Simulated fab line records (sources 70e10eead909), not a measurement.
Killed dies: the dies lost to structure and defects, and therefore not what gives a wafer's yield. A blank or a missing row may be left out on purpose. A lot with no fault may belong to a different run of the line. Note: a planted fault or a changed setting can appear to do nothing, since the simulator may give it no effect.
fab line records	flow nand_harc
record: lots: 6	wafers: 18	last_day: 33
route steps=1302 shown A_CHANNEL_HOLE_D2@574 END@1302
lots with no fault: from the same line, run without faults
start_h: the number of hours between the record's first day and the start of the first shown wafer of the lot	wait_h: hours elapsed since this lot's preceding step	" identical to the entry in the row above	L1.1+2: several wafers, shown together as one row	- either no value or no given start	* or withheld: withheld	< > ~ a bound
route shown NAME@n: NAME is a module with steps in the file, n the number in the route of the first one	usual: mean/standard deviation taken from wafers without a fault	same: alike in all rows	chamber/n: place in a boat	sites: per-site readings	_std_site: their standard deviation	_edge_site: outer sites' mean less inner sites'	radius_mm: how far each site lies from the wafer's centre	mask NAME#n: copy n	behind: the tool/chamber that last shaped the wafer	hold: why the lot went on hold/how many hours it stayed there/how the hold came to an end	device: names the non-switching transistor (n, p or np)	end of line: at the end of the route, the tests of the same wafers	a step with no rows: only its recipe	killed: dies that structure and defects cost at the first sort, which is not the same as the wafer's yield	map: per-die view of a wafer (x killed, . not killed, _ where there is no die)
set.NAME: setting as actually run; set.NAME@STEP: the setting as run at that earlier step	model.NAME: the simulator's own value behind a step, which no gauge read
certain route steps with their lots: each step a table, each wafer a row
services: a tool's chamber out of use, with start hour (start_h, from the record's first day; less than 0 if before it), hours out, and reason
== steps ==
step: NHARC_A_CHANNEL_HOLE_D2_COAT_36
recipe: temp_c: 260	time_s: 75
step: NHARC_A_CHANNEL_HOLE_D2_COAT_37
recipe: temp_c: 225	time_s: 65
step: NHARC_A_CHANNEL_HOLE_D2_COAT_04
recipe: spin_rpm: 1500	resist_thk_nm: 90
step: NHARC_A_CHANNEL_HOLE_D2_SOFTBAKE_05
recipe: temp_c: 105	time_s: 55
step: NHARC_A_CHANNEL_HOLE_D2_EBR_06
step: NHARC_A_CHANNEL_HOLE_D2_EXPOSE_07
recipe: na: 1.35	target_cd_nm: 100	sigma_outer: 0.3	dose_mj: 59.65	mask_id: HOLE_D2
step: NHARC_A_CHANNEL_HOLE_D2_PEB_08
recipe: peb_temp_c: 100	peb_time_s: 65
step: NHARC_A_CHANNEL_HOLE_D2_DEVELOP_09
recipe: develop_time_s: 35	dev_temp_c: 23
step: NHARC_A_CHANNEL_HOLE_D2_CD_MEAS_10
recipe: target_cd_nm: 100	landing_energy_ev: 500
usual: cd_nm: 100.1/0.46
lot.wafer	tool	chamber	start_h	wait_h	cd_nm
L324.2	cd_sem-02	0	340.90	-	100.0
L324.3	"	0	"	"	100.4
L324.6	"	0	"	"	99.8
L334.2	cd_sem-02	0	434.91	-	100.5
L334.4	"	0	"	"	100.0
L334.5	"	0	"	"	99.5
L335.2	cd_sem-03	0	453.63	-	99.5
L335.5	"	0	"	"	100.2
L335.6	"	0	"	"	99.9
L338.2	cd_sem-03	0	484.39	-	100.3
L338.4	"	0	"	"	100.1
L338.6	"	0	"	"	100.5
L340.1	cd_sem-03	0	505.18	-	99.8
L340.3	"	0	"	"	100.4
L340.6	"	0	"	"	99.7
L341.1	cd_sem-02	0	512.79	-	100.1
L341.2	"	0	"	"	99.4
L341.3	"	0	"	"	100.6
step: NHARC_A_CHANNEL_HOLE_D2_OVL_MEAS_11
usual: overlay_x_nm: 0.2/0.82	overlay_y_nm: 0.0/0.93
lot.wafer	tool	chamber	start_h	wait_h	overlay_x_nm	overlay_y_nm
L324.2	overlay-02	-	340.99	-	-0.3	0.9
L324.3	"	-	"	"	-0.4	0.4
L324.6	"	-	"	"	-0.4	0.0
L334.2	overlay-01	-	434.99	-	-1.1	-1.7
L334.4	"	-	"	"	-0.9	-1.9
L334.5	"	-	"	"	-0.3	-1.7
L335.2	overlay-01	-	453.72	-	1.1	0.2
L335.5	"	-	"	"	1.1	0.1
L335.6	"	-	"	"	1.7	0.8
L338.2	overlay-02	-	484.47	-	-1.2	-0.5
L338.4	"	-	"	"	-1.7	-0.5
L338.6	"	-	"	"	-0.8	-0.2
L340.1	overlay-01	-	505.27	-	1.1	-0.5
L340.3	"	-	"	"	1.9	-0.5
L340.6	"	-	"	"	1.5	-0.2
L341.1	overlay-01	-	512.88	-	0.8	0.0
L341.2	"	-	"	"	0.9	0.4
L341.3	"	-	"	"	0.1	0.1
step: NHARC_A_CHANNEL_HOLE_D2_INSPECT_12
usual: raw_defect_count: 29/22
lot.wafer	tool	chamber	start_h	wait_h	raw_defect_count
L324.2	defect_inspect-01	-	341.02	0.0	9
L324.3	"	-	"	"	5
L324.6	"	-	"	"	5
L334.2	defect_inspect-02	-	435.03	0.0	8
L334.4	"	-	"	"	22
L334.5	"	-	"	"	10
L335.2	defect_inspect-02	-	453.75	0.0	53
L335.5	"	-	"	"	49
L335.6	"	-	"	"	60
L338.2	defect_inspect-02	-	484.51	0.0	63
L338.4	"	-	"	"	56
L338.6	"	-	"	"	61
L340.1	defect_inspect-01	-	505.30	0.0	8
L340.3	"	-	"	"	5
L340.6	"	-	"	"	7
L341.1	defect_inspect-01	-	512.91	0.0	6
L341.2	"	-	"	"	7
L341.3	"	-	"	"	4
step: NHARC_A_CHANNEL_HOLE_D2_DESCUM_15
recipe: time_s: 3	o2_flow_sccm: 200	ar_flow_sccm: 0	bias_power_w: 0	chemistry: O2
usual: drypump_motor_current_A: 5.7/0.38	oes_product_au: 0.997/0.01	rf_vpp_V: 57.9/0.89	showerhead_plenum_p_Torr: 1.93/0.078	throttle_valve_pct: 11.311/0.01
lot.wafer	tool	chamber	start_h	wait_h	drypump_motor_current_A	oes_product_au	rf_hours_counter_h	rf_vpp_V	showerhead_plenum_p_Torr	throttle_valve_pct
L324.3	rie_diel-05	3	341.09	0.1	5.6	1.000	6.5	58.0	1.89	11.322
L324.2	"	0	"	"	5.5	1.010	6.0	58.0	1.88	11.320
L324.6	"	3	"	"	5.6	0.999	-	56.8	1.89	11.321
L334.4	rie_diel-01	0	435.10	0.1	5.2	0.995	2.5	57.0	2.03	11.307
L334.2	"	2	"	"	5.5	0.979	3.1	57.4	1.87	11.309
L334.5	"	0	"	"	5.2	1.003	-	58.5	2.03	11.301
L335.2	rie_diel-01	3	453.84	0.1	6.1	0.986	4.0	58.8	1.83	11.307
L335.5	"	0	"	"	5.2	1.004	-	57.7	2.03	11.307
L335.6	"	1	"	"	5.8	1.017	-	56.2	1.93	11.316
L338.2	rie_diel-05	3	484.59	0.1	5.5	0.996	3.6	57.2	1.89	11.310
L338.4	"	0	"	"	5.5	1.011	3.9	58.9	1.88	11.303
L338.6	"	1	"	"	6.6	0.988	-	59.5	1.95	11.334
L340.1	rie_diel-01	3	505.38	0.1	6.1	0.990	6.5	56.7	1.83	11.312
L340.3	"	0	"	"	5.2	0.989	7.4	57.6	2.03	11.328
L340.6	"	3	"	"	6.2	1.001	-	58.5	1.83	11.303
L341.2	rie_diel-10	3	512.98	0.1	6.0	1.001	4.1	59.4	2.01	11.309
L341.1	"	0	"	"	5.5	0.998	4.1	57.6	1.79	11.292
L341.3	"	1	"	"	5.2	0.995	4.1	58.6	1.87	11.304
step: NHARC_A_CHANNEL_HOLE_D2_ETCH_38
recipe: target_depth_a: 390	over_etch_frac: 0.3	time_s: 65	ion_energy_ev: 80	cf4_flow_sccm: 150	ar_flow_sccm: 0	rf_w: 300	bias_w: 100	chemistry: CF4
usual: drypump_motor_current_A: 5.7/0.39	oes_product_au: 0.997/0.011	rf_vpp_V: 151.3/1.2	showerhead_plenum_p_Torr: 1.78/0.067	throttle_valve_pct: 13.284/0.0091
lot.wafer	tool	chamber	start_h	wait_h	drypump_motor_current_A	oes_product_au	rf_hours_counter_h	rf_vpp_V	showerhead_plenum_p_Torr	throttle_valve_pct
L324.3	rie_diel-05	0	341.18	0.1	5.5	1.017	6.0	150.5	1.74	13.296
L324.2	"	1	"	"	6.5	0.993	7.0	152.2	1.81	13.271
L324.6	"	3	"	"	5.5	1.004	-	151.9	1.75	13.285
L334.2	rie_diel-01	2	435.17	0.1	5.5	0.837	3.1	150.2	1.73	13.292
L334.4	"	1	"	"	5.8	1.007	2.7	152.2	1.78	13.301
L334.5	"	3	"	"	6.1	0.993	-	149.7	1.70	13.279
L335.2	rie_diel-01	1	453.91	0.1	5.8	0.847	4.1	151.3	1.78	13.291
L335.6	"	3	"	"	6.2	0.996	-	150.3	1.70	13.269
L335.5	"	0	"	"	5.2	0.998	-	154.2	1.87	13.278
L338.2	rie_diel-05	2	484.66	0.1	6.1	1.002	4.3	151.3	1.89	13.290
L338.4	"	3	"	"	5.6	0.998	3.7	150.9	1.75	13.291
L338.6	"	2	"	"	6.1	0.989	-	152.2	1.89	13.290
L340.1	rie_diel-01	0	505.47	0.1	5.2	1.009	7.4	153.7	1.87	13.286
L340.3	"	3	"	"	6.2	0.990	6.5	150.8	1.70	13.291
L340.6	"	3	"	"	6.1	0.991	-	150.9	1.70	13.283
L341.2	rie_diel-10	0	513.07	0.1	5.4	0.990	4.1	150.3	1.66	13.300
L341.3	"	1	"	"	5.3	0.988	4.1	149.4	1.73	13.277
L341.1	"	2	"	"	5.4	1.001	4.1	152.0	1.85	13.276
step: NHARC_A_CHANNEL_HOLE_D2_ETCH_39
recipe: target_depth_a: 2600	over_etch_frac: 0.3	time_s: 325	ion_energy_ev: 200	n2_flow_sccm: 150	h2_flow_sccm: 150	ar_flow_sccm: 0	rf_w: 400	bias_w: 150	chemistry: N2/H2
usual: drypump_motor_current_A: 5.7/0.39	n2_flow_sccm: 150.0/0.48	oes_product_au: 0.997/0.01	rf_vpp_V: 431.0/2.5	showerhead_plenum_p_Torr: 2.05/0.088	throttle_valve_pct: 14.171/0.0098
lot.wafer	tool	chamber	start_h	wait_h	drypump_motor_current_A	n2_flow_sccm	oes_product_au	rf_hours_counter_h	rf_vpp_V	showerhead_plenum_p_Torr	throttle_valve_pct
L324.3	rie_diel-05	2	-	-	6.1	150.0	0.992	6.8	434.6	2.19	14.175
L324.2	"	1	"	"	6.5	149.6	1.001	7.0	430.9	2.09	14.164
L324.6	"	2	"	"	6.1	150.5	0.995	-	434.9	2.19	14.166
L334.4	rie_diel-01	1	-	-	5.8	150.9	1.005	2.8	429.8	2.06	14.172
L334.2	"	2	"	"	5.5	150.3	0.977	3.1	428.0	1.99	14.170
L334.5	"	0	"	"	5.2	151.5	0.995	-	434.9	2.17	14.167
L335.2	rie_diel-01	3	-	-	6.1	150.4	0.977	4.0	428.1	1.95	14.169
L335.5	"	2	"	"	5.5	150.1	0.981	-	428.4	1.99	14.174
L335.6	"	3	"	"	6.1	150.0	1.000	-	427.8	1.95	14.156
L338.2	rie_diel-05	0	-	-	5.5	149.0	1.002	4.0	430.4	2.00	14.162
L338.4	"	2	"	"	6.1	149.4	0.998	4.4	434.1	2.19	14.177
L338.6	"	3	"	"	5.6	150.2	0.982	-	428.8	2.02	14.165
L340.1	rie_diel-01	0	-	-	5.2	150.2	1.001	7.5	434.8	2.16	14.166
L340.3	"	2	"	"	5.5	149.9	0.991	7.3	428.6	1.99	14.181
L340.6	"	0	"	"	5.3	150.6	0.999	-	434.2	2.16	14.175
L341.2	rie_diel-10	0	-	-	5.4	148.9	1.004	4.1	426.6	1.91	14.191
L341.3	"	1	"	"	5.3	149.6	0.991	4.2	428.4	1.99	14.171
L341.1	"	3	"	"	6.0	149.9	1.007	4.2	433.5	2.15	14.166
step: NHARC_END_SORT_01
recipe: temp_c: 25
usual: killed_at_array: 55/23	killed_at_other: 1.0/1.2	killed_at_periphery: 3.2/2.7	killed_dies: 59/23	killed_open: 3.1/1.6	killed_short: 2.2/1.5
same: gross_dies: 677
lot.wafer	tool	chamber	start_h	wait_h	killed_at_array	killed_at_other	killed_at_periphery	killed_dies	killed_open	killed_short
L334.2	prober-01	0	695.55	2.8	45	2	2	49	3	5
L334.4	prober-01	0	697.16	3.4	46	2	1	49	2	1
L334.5	prober-01	0	697.97	3.7	33	2	5	40	3	2
L335.2	prober-01	0	735.78	2.8	77	0	1	78	3	1
L335.5	prober-01	0	738.18	3.7	65	0	1	66	2	1
L335.6	prober-01	0	738.98	4.0	72	0	1	73	0	5
L338.2	prober-01	0	752.93	2.8	73	0	1	74	3	2
L338.4	prober-01	0	754.56	3.4	78	0	5	83	6	2
L338.6	prober-01	0	756.19	4.1	74	0	6	80	3	1
L340.1	prober-02	0	772.15	2.5	60	2	3	65	4	0
L340.3	prober-02	0	773.76	3.1	54	2	0	56	1	4
L340.6	prober-02	0	776.18	4.0	49	0	1	50	2	2
killed by level:class
L334.2 A_CHANNEL_HOLE_D2:chamber_film_flake=18 A_CHANNEL_HOLE_D1:chamber_film_flake=6 A_SLIT:chamber_film_flake=6 A_CHANNEL_HOLE_D2:area_etch=4 A_WL_FILL:geometric_particle:short=2 A_STAIRCASE:chamber_film_flake=2 P_M1:geometric_particle:short=1 A_ONON_D1:geometric_particle:open=1
L334.4 A_CHANNEL_HOLE_D2:chamber_film_flake=21 A_CHANNEL_HOLE_D1:chamber_film_flake=9 A_SLIT:chamber_film_flake=5 A_CONTACT:chamber_film_flake=3 THIN_TSV:chamber_film_flake=2 A_ONON_D1:geometric_particle:open=1 A_DECK1_JOINT:geometric_particle:open=1 A_WL_FILL:geometric_particle:short=1
L334.5 A_CHANNEL_HOLE_D2:chamber_film_flake=19 A_CHANNEL_HOLE_D1:chamber_film_flake=4 A_CONTACT:chamber_film_flake=4 THIN_TSV:chamber_film_flake=2 P_GATE:geometric_particle:open=1 P_M0:geometric_particle:open=1 A_CHANNEL_FILL_D2:geometric_particle:short=1 A_CHANNEL_FILL_D2:geometric_particle:open=1
L335.2 A_CHANNEL_HOLE_D1:chamber_film_flake=30 A_SLIT:chamber_film_flake=23 A_CHANNEL_HOLE_D2:area_etch=10 A_STAIRCASE:chamber_film_flake=5 A_CONTACT:chamber_film_flake=5 A_SOURCE_PLATE:geometric_particle:open=1 A_CHANNEL_HOLE_D1:geometric_particle:open=1 A_CHANNEL_FILL_D1:geometric_particle:short=1
L335.5 A_SLIT:chamber_film_flake=29 A_CHANNEL_HOLE_D1:chamber_film_flake=24 A_STAIRCASE:chamber_film_flake=4 A_CONTACT:chamber_film_flake=4 A_CHANNEL_FILL_D1:geometric_particle:open=1 A_SGD_CUT:geometric_particle:short=1 A_CONTACT:geometric_particle:open=1 P_ZERO_WELL:chamber_film_flake=1
L335.6 A_CHANNEL_HOLE_D1:chamber_film_flake=31 A_SLIT:chamber_film_flake=25 A_STAIRCASE:chamber_film_flake=5 A_DECK1_JOINT:chamber_film_flake=4 A_CONTACT:chamber_film_flake=3 P_CONTACT:geometric_particle:short=1 A_ONON_D1:geometric_particle:short=1 A_CHANNEL_HOLE_D1:geometric_particle:short=1
L338.2 A_CHANNEL_HOLE_D1:chamber_film_flake=34 A_CHANNEL_HOLE_D2:chamber_film_flake=19 A_SLIT:chamber_film_flake=8 A_CONTACT:chamber_film_flake=5 A_CHANNEL_FILL_D1:geometric_particle:short=1 A_DECK1_JOINT:geometric_particle:open=1 A_ONON_D2:geometric_particle:open=1 A_WL_FILL:geometric_particle:short=1
L338.4 A_CHANNEL_HOLE_D1:chamber_film_flake=31 A_CHANNEL_HOLE_D2:chamber_film_flake=21 A_STAIRCASE:chamber_film_flake=7 A_CONTACT:chamber_film_flake=7 A_SLIT:chamber_film_flake=3 A_BLC:geometric_particle:open=2 A_DECK1_JOINT:chamber_film_flake=2 P_STI:geometric_particle:short=1
L338.6 A_CHANNEL_HOLE_D1:chamber_film_flake=34 A_CHANNEL_HOLE_D2:chamber_film_flake=23 A_CONTACT:chamber_film_flake=5 A_SLIT:chamber_film_flake=4 P_ZERO_WELL:chamber_film_flake=2 A_STAIRCASE:chamber_film_flake=2 P_STI:geometric_particle:open=1 P_M1:geometric_particle:open=1
L340.1 A_SLIT:chamber_film_flake=31 A_STAIRCASE:chamber_film_flake=10 A_CONTACT:chamber_film_flake=10 A_CHANNEL_HOLE_D1:unspecified=3 A_CHANNEL_HOLE_D2:chamber_film_flake=2 THIN_TSV:chamber_film_flake=2 P_CONTACT:geometric_particle:open=1 A_CHANNEL_FILL_D1:geometric_particle:open=1
L340.3 A_SLIT:chamber_film_flake=35 A_CONTACT:chamber_film_flake=8 A_STAIRCASE:chamber_film_flake=6 A_ONON_D1:geometric_particle:short=1 A_CHANNEL_HOLE_D1:geometric_particle:short=1 A_BLC:geometric_particle:short=1 STARTING-WAFER:geometric_particle:open=1 STARTING-WAFER:geometric_particle:short=1
L340.6 A_SLIT:chamber_film_flake=24 A_CONTACT:chamber_film_flake=11 A_CHANNEL_HOLE_D1:unspecified=5 A_STAIRCASE:chamber_film_flake=5 P_GATE:geometric_particle:open=1 A_CHANNEL_HOLE_D1:geometric_particle:short=1 A_ONON_D2:geometric_particle:open=1 A_SLIT:geometric_particle:short=1
== services ==
tool	chamber	start_h	hours	kind
rie_diel-01	3	319.09	25.3	repair
rie_diel-01	1	320.48	6.3	repair
rie_diel-10	1	327.78	4.2	repair
rie_diel-01	0	335.48	-	clean
rie_diel-01	1	335.48	-	clean
rie_diel-01	2	335.48	-	clean
rie_diel-01	0	359.98	-	clean
rie_diel-01	1	359.98	-	clean
rie_diel-01	2	359.98	-	clean
rie_diel-01	3	359.98	-	clean
rie_diel-01	2	375.48	1.9	repair
rie_diel-10	2	380.71	5.5	repair
rie_diel-01	2	380.91	2.3	repair
rie_diel-01	-	380.91	9.0	pm
rie_diel-05	3	400.65	10.1	repair
rie_diel-05	-	406.60	9.0	pm
rie_diel-10	-	419.50	9.0	pm
rie_diel-01	0	430.54	1.4	repair
rie_diel-10	1	450.74	1.6	repair
rie_diel-01	3	487.43	14.9	repair
rie_diel-05	-	490.41	0.3	repair
rie_diel-01	1	496.64	11.3	repair
rie_diel-10	2	504.28	4.7	repair
rie_diel-10	-	512.27	0.4	repair
== key ==
first_sign: step: NHARC_A_CHANNEL_HOLE_D2_ETCH_38	reading: oes_product_au	direction: down	sigmas: 14	usual: 0.997	struck: 0.842
effect none on later readings
met_at NHARC_A_CHANNEL_HOLE_D2_ETCH_38
struck_wafers L334.2,L335.2
tester_left_out L334,L335
fault: kind: process_parameter_drift	tool: rie_diel-01	chamber: -	onset_h: 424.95	steps: NHARC_A_CHANNEL_HOLE_D2_ETCH_38	channel: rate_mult	offset: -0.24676	shape: step	end_h: 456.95	scope: struck_wafers_only
tester_left_out: of these lots the tester's yield and bins aren't shown, on N5 and GAA mostly nor the transistor test; their killed dies are dies lost to structure and defects alone, not to doping, threshold or leakage, so they don't give the yield
